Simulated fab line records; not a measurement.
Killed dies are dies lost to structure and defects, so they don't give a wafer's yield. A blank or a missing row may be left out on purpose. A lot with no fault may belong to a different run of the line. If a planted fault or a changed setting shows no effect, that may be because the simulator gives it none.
A lot that was struck, set against a sound lot + flow n5_finfet + 14 steps out of a route of 1938
Sound: these wafers, L461.2, L461.5, L461.6. Struck: wafer L467.6. (L467.5 of the same lot was not struck and is left out.) The cause comes at the end.
At each step with rows: each side's tool, then ch and its chambers, then its first start. Under that, the readings that differ: sound wafers + struck wafers + difference of the means + sigmas: that difference in standard deviations of wafers without a fault.
alike: same words and numbers on both sides, and readings whose means sit less than 2 such deviations apart. not compared: any withheld reading, any reading some wafer has no value for, any bound like >300 that may hide the same value, and any number with overlapping values for which the record gives no deviation.
The two part at a step that has a row with sigmas, a row that says differs or no value, or rows on one side only. Numbers that don't overlap but have no deviation are shown without sigmas and don't part them. Lack of a reading on every wafer of one side parts them only where that side has two or more wafers.

first, 1 step without rows for these wafers: N5_BEOL_M12_HARDBAKE_32 (time 120 s).
N5_BEOL_M12_CD_MEAS_28: target cd 160.2 nm.
  sound on cd_sem-01 ch 0, day 12 05:45; struck on cd_sem-01 ch 0, day 13 21:58
  alike: cd_nm
N5_BEOL_M12_OVL_MEAS_29:
  sound on overlay-02 ch 0, day 12 05:47; struck on overlay-02 ch 0, day 13 21:59
  alike: M12_OVL
N5_BEOL_M12_INSPECT_30: inspects for defects (macro).
  struck on defect_inspect-02, day 13 22:01; sound on defect_inspect-01, day 12 05:48
  alike: raw_defect_count
N5_BEOL_M12_DESCUM_33: chemistry O2, time 7.9 s.
  sound on rie_diel-02 ch 1,2,3, day 12 05:56; struck on rie_diel-02 ch 0, day 13 22:04
| reading               | sound          | struck | difference | sigmas |
|-----------------------|----------------|--------|------------|--------|
| oes_product_au (a.u.) | 0.80 0.72 0.70 | 0.93   | +0.19      | +2     |
  alike: drypump_motor_current_A, rf_vpp_V, showerhead_plenum_p_Torr, throttle_valve_pct
  not compared: rf_hours_counter_h
N5_BEOL_M12_ETCH_67: etches SiARC in CF4, target depth 143 nm, time 238.3 s.
  sound on rie_diel-02 ch 1,2,3, day 12 05:58; struck on rie_diel-02 ch 0, day 13 22:09
| reading               | sound          | struck | difference | sigmas |
|-----------------------|----------------|--------|------------|--------|
| etch_rf_on_time_s (s) | 239 241 238    | 230    | -9         | -3     |
| oes_product_au (a.u.) | 0.67 0.61 0.60 | 0.81   | +0.18      | +3     |
  alike: drypump_motor_current_A, rf_vpp_V, showerhead_plenum_p_Torr, throttle_valve_pct
  not compared: rf_hours_counter_h
N5_BEOL_M12_ETCH_68: etches SOC in N2/H2, time 285 s.
  sound on rie_diel-02 ch 1,2,3, day 12 06:07; struck on rie_diel-02 ch 0, day 13 22:19
| reading               | sound          | struck | difference | sigmas |
|-----------------------|----------------|--------|------------|--------|
| oes_product_au (a.u.) | 0.79 0.71 0.70 | 0.94   | +0.21      | +3     |
  alike: drypump_motor_current_A, rf_vpp_V, showerhead_plenum_p_Torr, throttle_valve_pct
  not compared: rf_hours_counter_h
then, 1 step without rows for these wafers: N5_BEOL_M12_STRIP_69 (strips in N2/H2).
N5_BEOL_M12_TRENCH_ETCH_34: etches SiOC in C4F8/O2/Ar, target depth 318.95 nm, time 125.5 s.
  sound on rie_diel-02 ch 1,2,3, day 12 06:17; struck on rie_diel-02 ch 0, day 13 22:28
| reading               | sound          | struck | difference | sigmas |
|-----------------------|----------------|--------|------------|--------|
| oes_product_au (a.u.) | 0.79 0.71 0.71 | 0.93   | +0.19      | +2     |
  alike: drypump_motor_current_A, rf_vpp_V, showerhead_plenum_p_Torr, throttle_valve_pct
  not compared: rf_hours_counter_h
then, 1 step without rows for these wafers: N5_BEOL_M12_STRIP_70 (strips in C4F8/O2/Ar).
N5_BEOL_M12_OCD_MEAS_35:
  struck on ocd-02, day 13 22:34; sound on ocd-02, day 12 06:27
  alike: trench_depth_nm
N5_BEOL_M12_STRIP_37: strips in N2/H2.
  sound on plasma_asher-02 ch 0,1, day 12 06:29; struck on plasma_asher-02 ch 1, day 13 22:38
  alike: drypump_motor_current_A, heater_power_w, oes_product_au
  not compared: rf_hours_counter_h
N5_BEOL_M12_ETCH_38: etches SiCN in CF4/N2, target depth 68.7 nm, time 73.4 s.
  sound on rie_diel-02 ch 1,2, day 12 09:12; struck on rie_diel-02 ch 0, day 13 23:12
| reading                     | sound          | struck | difference | sigmas |
|-----------------------------|----------------|--------|------------|--------|
| drypump_motor_current_A (A) | 4.7 5.5 4.7    | 5.7    | +0.7       | +2     |
| oes_product_au (a.u.)       | 0.78 0.70 0.78 | 0.93   | +0.18      | +2     |
| model.etch.depth_nm (nm)    | 57.72 58 57.89 | 65.55  | +7.68      |        |
  alike: rf_vpp_V, showerhead_plenum_p_Torr, throttle_valve_pct
  not compared: rf_hours_counter_h
then, 1 step without rows for these wafers: N5_BEOL_M12_PRECLEAN_39 (cleans in residue remover, time 60 s).

WHERE THEY PART
First at N5_BEOL_M12_DESCUM_33; last, within this record, at N5_BEOL_M12_ETCH_38.

WHY: the cause the simulator had injected
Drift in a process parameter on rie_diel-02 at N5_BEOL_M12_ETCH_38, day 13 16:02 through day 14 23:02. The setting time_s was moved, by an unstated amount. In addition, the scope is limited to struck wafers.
